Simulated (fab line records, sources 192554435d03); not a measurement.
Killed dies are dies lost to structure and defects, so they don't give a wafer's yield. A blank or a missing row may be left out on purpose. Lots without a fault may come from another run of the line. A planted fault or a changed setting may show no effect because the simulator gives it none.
Chamber matching | flow n5_finfet | N5_BEOL_M0_SAQP_PECVD_00 on pecvd-01: 3 sister chambers
The step deposits SiCN from 3MS/NH3, target thk 8 nm, time 14 s. 14 wafers are shown with their chamber, then 7 later ones without.

WAFERS WITH THEIR CHAMBER
wafer  | chamber | throttle_valve_pct (%) | showerhead_plenum_p_Torr (Torr)
L075.3 | 2       | 9.2                    | 3.660
L075.4 | 2       | 9.3                    | 3.658
L075.6 | 0       | 8.6                    | 3.662
L076.1 | 1       | 9.8                    | 3.659
L076.3 | 2       | 9.4                    | 3.658
L076.6 | 2       | 9.0                    | 3.669
L081.2 | 1       | 9.6                    | 3.657
L081.4 | 2       | 9.3                    | 3.669
L081.5 | 0       | 8.6                    | 3.664
L091.2 | 0       | 8.5                    | 3.668
L091.4 | 0       | 8.5                    | 3.664
L091.6 | 0       | 8.7                    | 3.664
L095.1 | 2       | 8.3                    | 3.667
L095.5 | 2       | 7.9                    | 3.653

SIGNATURES (means of the wafers above)
reading                  | chamber 0 | chamber 1 | chamber 2 | scatter within a chamber
throttle_valve_pct       | 8.580     | 9.700     | 8.914     | 0.434
showerhead_plenum_p_Torr | 3.66440   | 3.65800   | 3.66200   | 0.00487
Rule: a wafer's distance from a chamber is the root of the sum, over the readings, of the square of ((its reading less the chamber's mean) divided by the reading's scatter). The wafer belongs to the nearest chamber; if the next one is less than 2 further off, it can't be placed. The scatter: the root of (the sum of the squares of (reading less its chamber's mean) over the shown wafers, divided by (wafers less chambers)).

WAFERS WITHOUT THEIR CHAMBER
wafer  | throttle_valve_pct (%) | showerhead_plenum_p_Torr (Torr)
L095.6 | 8.3                    | 3.662
L097.1 | 8.6                    | 3.661
L097.4 | 8.0                    | 3.649
L097.5 | 7.8                    | 3.672
L096.1 | 9.6                    | 3.654
L096.2 | 7.9                    | 3.663
L096.3 | 8.5                    | 3.657

WHICH CHAMBER EACH WENT THROUGH
wafer  | from the rows above          | in truth
L095.6 | can't be placed: 0 or 2      | 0
L097.1 | can't be placed: 0 or 2 or 1 | 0
L097.4 | can't be placed: 2 or 0 or 1 | 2
L097.5 | can't be placed: 0 or 2      | 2
L096.1 | can't be placed: 1 or 2      | 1
L096.2 | can't be placed: 0 or 2      | 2
L096.3 | can't be placed: 2 or 0 or 1 | 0
Placed correctly: 0 of 7. Can't be placed from these rows: 7 (the true chamber is among the candidates in 7). Placed wrongly: 0.
